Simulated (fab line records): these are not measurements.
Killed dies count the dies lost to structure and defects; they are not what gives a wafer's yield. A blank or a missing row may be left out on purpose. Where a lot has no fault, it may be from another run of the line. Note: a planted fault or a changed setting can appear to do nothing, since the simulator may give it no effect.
Chamber matching    flow nand_harc    4 sister chambers for NHARC_A_CHANNEL_FILL_D1_CMP_10 on cmp-03
The step polishes, target thk 150 nm. 8 wafers are shown with their chamber, then 8 later ones without.

## WAFERS, EACH WITH ITS CHAMBER
wafer   chamber  motor_current_A (A)  time_to_endpoint_s (s)
L628.6  1        13.3                 17
L631.3  0        10.5                 16
L633.1  1        12.7                 18
L633.3  3        12.0                 15
L633.4  2        12.3                 20
L637.3  3        12.7                 15
L637.4  0        10.7                 13
L637.6  2        11.8                 15

## WAFERS WITH NO CHAMBER GIVEN
wafer   motor_current_A (A)  time_to_endpoint_s (s)
L636.1  12.2                 19
L636.3  11.8                 17
L644.1  13.4                 18
L644.3  10.6                 11
L644.5  11.7                 14
L645.1  10.2                 11
L645.2  12.0                 9
L645.4  13.5                 16

## THE CHAMBER EACH PASSED THROUGH
wafer   from the rows above                in truth
L636.1  can't be placed: 2 or 3 or 1       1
L636.3  can't be placed: 2 or 3            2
L644.1  1                                  1
L644.3  0                                  0
L644.5  can't be placed: 3 or 2 or 0       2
L645.1  0                                  0
L645.2  can't be placed: 3 or 2 or 0 or 1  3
L645.4  can't be placed: 1 or 3            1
3 of 8 placed correctly. Not placeable from these rows: 5 (in 5, the candidates include the true chamber). Placed wrongly: 0.
How it was worked out, from the rows above alone: a wafer's distance from a chamber is the root of the sum, over the readings, of the square of ((its reading less the chamber's mean) divided by the reading's scatter). If the next closest chamber is less than 2 further off than the closest, the wafer can't be placed; otherwise it belongs to the closest. Each chamber's mean is taken over the wafers shown for it. The scatter: take each reading less its chamber's mean, square it, sum over the shown wafers, divide by the number of wafers less the number of chambers, and take the root.
